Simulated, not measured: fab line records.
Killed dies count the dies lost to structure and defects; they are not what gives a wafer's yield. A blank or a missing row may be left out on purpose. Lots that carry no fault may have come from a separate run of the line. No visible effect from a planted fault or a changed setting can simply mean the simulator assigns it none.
fab line records | flow n5Finfet
record lots=13 | wafers=37 | lastDay=18
route steps=1938 shown BEOL_M12@1648 MIM_BOT_LITHO@1863 PASSIVATION@1926
lots that met no fault: taken from a fault-free run of the same line
startH: the number of hours between the record's first day and the start of the first shown wafer of the lot | waitH: hours elapsed since this lot's preceding step | " unchanged from the row above | L1.1+2: one row covering several wafers at once | - no value, or no start was given | * or withheld: withheld | < > ~ a bound
route shown NAME@n: NAME is a module with steps in the file, n the number in the route of the first one | usual: mean and standard deviation over wafers with no fault | same: alike in all rows | chamber/n: place in a boat | sites: readings site by site | _std_site: the standard deviation of these | _edge_site: the outer-site mean with the inner-site mean subtracted | radiusMm: how far each site lies from the wafer's centre | mask NAME#n: copy n | behind: tool/chamber where the wafer was last shaped | hold: the reason the lot was held/the length of the hold in hours/how it ended | device: which transistor (n, p or np) failed to switch | end of line: the same wafers' tests at the end of the route | a step with no rows: only its recipe | killed: dies lost to structure and defects at the first sort, not the wafer's yield | map: per-die view of a wafer (x killed, . not killed, _ where there is no die)
set.NAME: the setting the step ran with; set.NAME@STEP: the setting that earlier step ran with | model.NAME: the simulator's own value behind a step, which no gauge read
the route's steps for a sample of lots (tables are steps, rows are wafers)
## steps
# step N5_BEOL_M12_SPUTTER_43
# recipe material=TaN | targetThkA=150 | tempC=50 | biasV=168.6 | powerW=15000 | chamberPressurePa=0.12 | timeS=24.19
# usual cathodeDcPowerW=15000/2.8 | throttleValvePct=30.0/1.2
# same timeS=24.19
lot.wafer | tool          | chamber | startH | waitH | cathodeDcPowerW | throttleValvePct
L103.2    | pvdSputter-02 | -       | 270.24 | 0.0   | 14993           | 28.7
L103.3    | "             | -       | "      | "     | 14998           | 29.5
L101.1    | pvdSputter-01 | -       | 275.00 | 0.0   | 15002           | 31.6
L101.3    | "             | -       | "      | "     | 14999           | 31.6
L101.5    | "             | -       | "      | "     | 15001           | 30.6
L104.2    | pvdSputter-03 | -       | 276.20 | 0.0   | 15001           | 29.3
L104.3    | "             | -       | "      | "     | 14997           | 30.4
L104.4    | "             | -       | "      | "     | 15003           | 30.4
L102.1    | pvdSputter-02 | -       | 278.91 | 0.0   | 14998           | 29.7
L102.4    | "             | -       | "      | "     | 15003           | 28.9
L102.6    | "             | -       | "      | "     | 15004           | 28.7
L105.1    | pvdSputter-01 | -       | 299.34 | 0.0   | 15003           | 32.0
L105.3    | "             | -       | "      | "     | 15002           | 30.6
L105.6    | "             | -       | "      | "     | 15000           | 30.5
L108.1    | pvdSputter-03 | -       | 303.88 | 0.0   | 15004           | 28.7
L108.4    | "             | -       | "      | "     | 14997           | 29.8
L108.6    | "             | -       | "      | "     | 15002           | 30.2
L111.3    | pvdSputter-03 | -       | 337.76 | 0.0   | 15001           | 29.5
L111.4    | "             | -       | "      | "     | 14999           | 30.7
L111.6    | "             | -       | "      | "     | 14996           | 28.3
L114.1    | pvdSputter-02 | -       | 343.29 | 0.0   | 14998           | 28.8
L114.4    | "             | -       | "      | "     | 14998           | 29.4
L114.5    | "             | -       | "      | "     | 15004           | 28.2
L112.3    | pvdSputter-01 | -       | 346.65 | 0.0   | 14999           | 31.6
L112.5    | "             | -       | "      | "     | 14995           | 31.6
L112.6    | "             | -       | "      | "     | 15004           | 30.4
L113.4    | pvdSputter-02 | -       | 346.66 | 0.0   | 14999           | 29.6
L113.5    | "             | -       | "      | "     | 15000           | 28.8
L119.2    | pvdSputter-03 | -       | 377.23 | 0.0   | 15001           | 30.0
L119.3    | "             | -       | "      | "     | 15000           | 29.6
L119.6    | "             | -       | "      | "     | 14999           | 28.5
L120.1    | pvdSputter-03 | -       | 398.18 | 0.0   | 15000           | 29.4
L120.3    | "             | -       | "      | "     | 15001           | 30.1
L120.5    | "             | -       | "      | "     | 15001           | 28.4
L124.1    | pvdSputter-01 | -       | 406.58 | 0.0   | 14997           | 30.5
L124.3    | "             | -       | "      | "     | 14998           | 31.5
L124.4    | "             | -       | "      | "     | 15001           | 31.3
# step N5_MIM_BOT_LITHO_OVL_MEAS_11
# recipe pointsPerWafer=44
# usual MIM_BOT_OVL=1/5.7
lot.wafer | tool       | chamber | startH | waitH | MIM_BOT_OVL[nm]
L103.2    | overlay-01 | 0       | 297.59 | 0.0   | -8
L103.3    | "          | 0       | "      | "     | -7
L104.2    | overlay-02 | 0       | 299.98 | 0.0   | -5
L104.3    | "          | 0       | "      | "     | -6
L104.4    | "          | 0       | "      | "     | -4
L101.1    | overlay-01 | 0       | 301.09 | 0.0   | 7
L101.3    | "          | 0       | "      | "     | 8
L101.5    | "          | 0       | "      | "     | 4
L102.1    | overlay-01 | 0       | 304.88 | 0.0   | -4
L102.4    | "          | 0       | "      | "     | -2
L102.6    | "          | 0       | "      | "     | -4
L105.1    | overlay-01 | 0       | 324.07 | 0.0   | 9
L105.3    | "          | 0       | "      | "     | 9
L105.6    | "          | 0       | "      | "     | 9
L108.1    | overlay-02 | 0       | 334.84 | 0.0   | -2
L108.4    | "          | 0       | "      | "     | -4
L108.6    | "          | 0       | "      | "     | 3
L111.3    | overlay-02 | 0       | 363.66 | 0.0   | 6
L111.4    | "          | 0       | "      | "     | 3
L111.6    | "          | 0       | "      | "     | 2
L112.3    | overlay-01 | 0       | 368.73 | 0.0   | 1
L112.5    | "          | 0       | "      | "     | 6
L112.6    | "          | 0       | "      | "     | 4
L113.4    | overlay-01 | 0       | 373.24 | 0.0   | 4
L113.5    | "          | 0       | "      | "     | 2
L114.1    | overlay-02 | 0       | 373.48 | 0.0   | -5
L114.4    | "          | 0       | "      | "     | 3
L114.5    | "          | 0       | "      | "     | -1
L119.2    | overlay-01 | 0       | 404.32 | 0.0   | 3
L119.3    | "          | 0       | "      | "     | 2
L119.6    | "          | 0       | "      | "     | 2
L120.1    | overlay-02 | 0       | 425.05 | 0.0   | 9
L120.3    | "          | 0       | "      | "     | -3
L120.5    | "          | 0       | "      | "     | -5
L124.1    | overlay-01 | 0       | 431.11 | 0.0   | -9
L124.3    | "          | 0       | "      | "     | -5
L124.4    | "          | 0       | "      | "     | -6
# step N5_PASSIVATION_OVL_MEAS_66
# recipe pointsPerWafer=44
# usual PASS_OPEN_OVL=1/4.7
lot.wafer | tool       | chamber | startH | waitH | PASS_OPEN_OVL[nm]
L104.2    | overlay-01 | 0       | 305.92 | 0.0   | -2
L104.3    | "          | 0       | "      | "     | 2
L104.4    | "          | 0       | "      | "     | -1
L103.2    | overlay-02 | 0       | 306.11 | 0.0   | 3
L103.3    | "          | 0       | "      | "     | -1
L101.1    | overlay-01 | 0       | 307.07 | 0.0   | -2
L101.3    | "          | 0       | "      | "     | -8
L101.5    | "          | 0       | "      | "     | 2
L102.1    | overlay-01 | 0       | 314.94 | 0.0   | 0
L102.4    | "          | 0       | "      | "     | -6
L102.6    | "          | 0       | "      | "     | -6
L105.1    | overlay-02 | 0       | 330.84 | 0.0   | -1
L105.3    | "          | 0       | "      | "     | -1
L105.6    | "          | 0       | "      | "     | -1
L108.1    | overlay-02 | 0       | 340.21 | 0.0   | -4
L108.4    | "          | 0       | "      | "     | 5
L108.6    | "          | 0       | "      | "     | 0
L111.3    | overlay-01 | 0       | 369.44 | 0.0   | 1
L111.4    | "          | 0       | "      | "     | -16
L111.6    | "          | 0       | "      | "     | -8
L112.3    | overlay-01 | 0       | 374.44 | 0.0   | 4
L112.5    | "          | 0       | "      | "     | -4
L112.6    | "          | 0       | "      | "     | 10
L113.4    | overlay-02 | 0       | 378.48 | 0.0   | 0
L113.5    | "          | 0       | "      | "     | -1
L114.1    | overlay-02 | 0       | 378.85 | 0.0   | -1
L114.4    | "          | 0       | "      | "     | -8
L114.5    | "          | 0       | "      | "     | -3
L119.2    | overlay-01 | 0       | 409.55 | 0.0   | 8
L119.3    | "          | 0       | "      | "     | 2
L119.6    | "          | 0       | "      | "     | 5
L120.1    | overlay-01 | 0       | 431.70 | 0.0   | 0
L120.3    | "          | 0       | "      | "     | 1
L120.5    | "          | 0       | "      | "     | 5
L124.1    | overlay-01 | 0       | 437.70 | 0.0   | 1
L124.3    | "          | 0       | "      | "     | 14
L124.4    | "          | 0       | "      | "     | 5
# step N5_PASSIVATION_PROBE_49
# usual defectLimitedYield=91.2/1.4 | killed_at_M0_to_M3=34/9.4 | killed_at_M4_up=14/5.6 | killedAtContacts=13/7.8 | killedAtFrontEnd=37/10 | killedAtOther=4/3.3 | killedDies=103/17 | killedOnRim=14/3.5 | killedOpen=68/13 | killedShort=33/8.2 | sort_bin_5_function=5.1/0.92 | sort_bin_6_memory=3.3/0.71 | sort_bin_8_speed=0.01/0.043 | sortNPass=1077/17
# same grossDies=1180 | killedAtBackSide=0 | sort_bin_4_leakage[%]=0
lot.wafer | tool      | chamber | startH | waitH | defectLimitedYield[%] | killed_at_M0_to_M3 | killed_at_M4_up | killedAtContacts | killedAtFrontEnd | killedAtOther | killedDies | killedOnRim | killedOpen | killedShort | sort_bin_5_function[%] | sort_bin_6_memory[%] | sort_bin_8_speed[%] | sortNPass
L101.1    | prober-02 | -       | 310.47 | 0.0   | 88.2                  | 43                 | 12              | 29               | 55               | 0             | 139        | 14          | 95         | 43          | 6.5                    | 4.8                  | 0                   | 1041
L101.3    | prober-02 | -       | 310.57 | 0.1   | 91.9                  | 31                 | 14              | 22               | 28               | 0             | 95         | 16          | 66         | 26          | 4.1                    | 3.6                  | 0                   | 1085
L101.5    | prober-02 | -       | 310.67 | 0.2   | 90.6                  | 38                 | 9               | 20               | 31               | 13            | 111        | 10          | 71         | 40          | 5.0                    | 4.1                  | 0                   | 1069
L120.1    | prober-02 | -       | 434.80 | 0.0   | 91.9                  | 29                 | 15              | 11               | 33               | 7             | 95         | 10          | 66         | 28          | 4.7                    | 3.2                  | 0                   | 1085
L120.3    | prober-02 | -       | 434.90 | 0.1   | 90.0                  | 44                 | 19              | 11               | 39               | 5             | 118        | 17          | 75         | 36          | 5.7                    | 3.6                  | 0.42                | 1057
L120.5    | prober-02 | -       | 435.00 | 0.2   | 82.9                  | 49                 | 121             | 6                | 23               | 3             | 202        | 27          | 69         | 21          | 10.9                   | 3.1                  | 0.08                | 978
# killed by level:class
L101.1 MOL_CONTACT_COAG:geometricParticle:open=18 BEOL_M0_SAQP:geometricParticle:open=14 FIN_SAQP:geometricParticle:open=11 MOL_CONTACT_COAG:geometricParticle:short=11 STI_FIN_REVEAL:geometricParticle:open=10 DUMMY_GATE:geometricParticle:open=10 FIN_SAQP:geometricParticle:short=9 BEOL_M2:geometricParticle:open=9
L101.3 MOL_CONTACT_COAG:geometricParticle:open=21 BEOL_M3:geometricParticle:open=9 FIN_SAQP:geometricParticle:short=7 BEOL_M0_SAQP:geometricParticle:open=6 BEOL_M4:geometricParticle:open=6 DUMMY_GATE:geometricParticle:open=4 BEOL_M0_SAQP:geometricParticle:short=4 BEOL_M2:geometricParticle:open=4
L101.5 MOL_CONTACT_COAG:geometricParticle:open=14 MIM_TOP:geometricParticle:short=8 BEOL_M0_SAQP:geometricParticle:open=8 BEOL_M3:geometricParticle:open=8 FIN_SAQP:geometricParticle:open=6 FIN_SAQP:geometricParticle:short=6 MOL_CONTACT_COAG:geometricParticle:short=6 BEOL_M0_SAQP:geometricParticle:short=6
L120.1 MOL_CONTACT_COAG:geometricParticle:open=9 BEOL_M3:geometricParticle:open=9 BEOL_M1:geometricParticle:open=8 BEOL_M4:geometricParticle:open=8 FIN_SAQP:geometricParticle:open=7 FIN_SAQP:geometricParticle:short=6 MIM_TOP_ETCH:geometricParticle:open=5 GATE_CUT:geometricParticle:short=4
L120.3 MOL_CONTACT_COAG:geometricParticle:open=11 BEOL_M3:geometricParticle:open=11 BEOL_M4:geometricParticle:open=11 FIN_SAQP:geometricParticle:short=8 FIN_SAQP:geometricParticle:open=8 BEOL_M0_SAQP:geometricParticle:open=8 BEOL_M1:geometricParticle:open=6 HKMG_FIN:areaEtch=6
L120.5 BEOL_M12:unspecified=107 BEOL_M3:geometricParticle:open=14 BEOL_M1:geometricParticle:open=13 BEOL_M2:geometricParticle:open=12 FIN_SAQP:geometricParticle:open=6 MOL_CONTACT_COAG:geometricParticle:open=6 BEOL_M4:geometricParticle:open=6 BEOL_M3:geometricParticle:short=5
## key
firstSign step=N5_PASSIVATION_PROBE_49 | reading=killed_at_M4_up | direction=up | sigmas=19 | usual=14 | struck=121
effect step=N5_PASSIVATION_PROBE_49 | reading=defectLimitedYield | direction=down | sigmas=5.8 | usual=91.2 | struck=82.9
moreKillsBornAt N5_BEOL_M12_SPUTTER_43@pvdSputter-03=107
metAt N5_BEOL_M12_SPUTTER_43
struckLots L120
struckWafers L120.5
notActingAt N5_MIM_BOT_LITHO_OVL_MEAS_11,N5_PASSIVATION_OVL_MEAS_66
onsetBetween 377.23 398.18
fault kind=chamberParticleSource | tool=pvdSputter-03 | chamber=- | onsetH=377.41 | steps=N5_BEOL_M12_SPUTTER_43 | ratePerVisitCm2=1.8448 | scope=struckWafersOnly
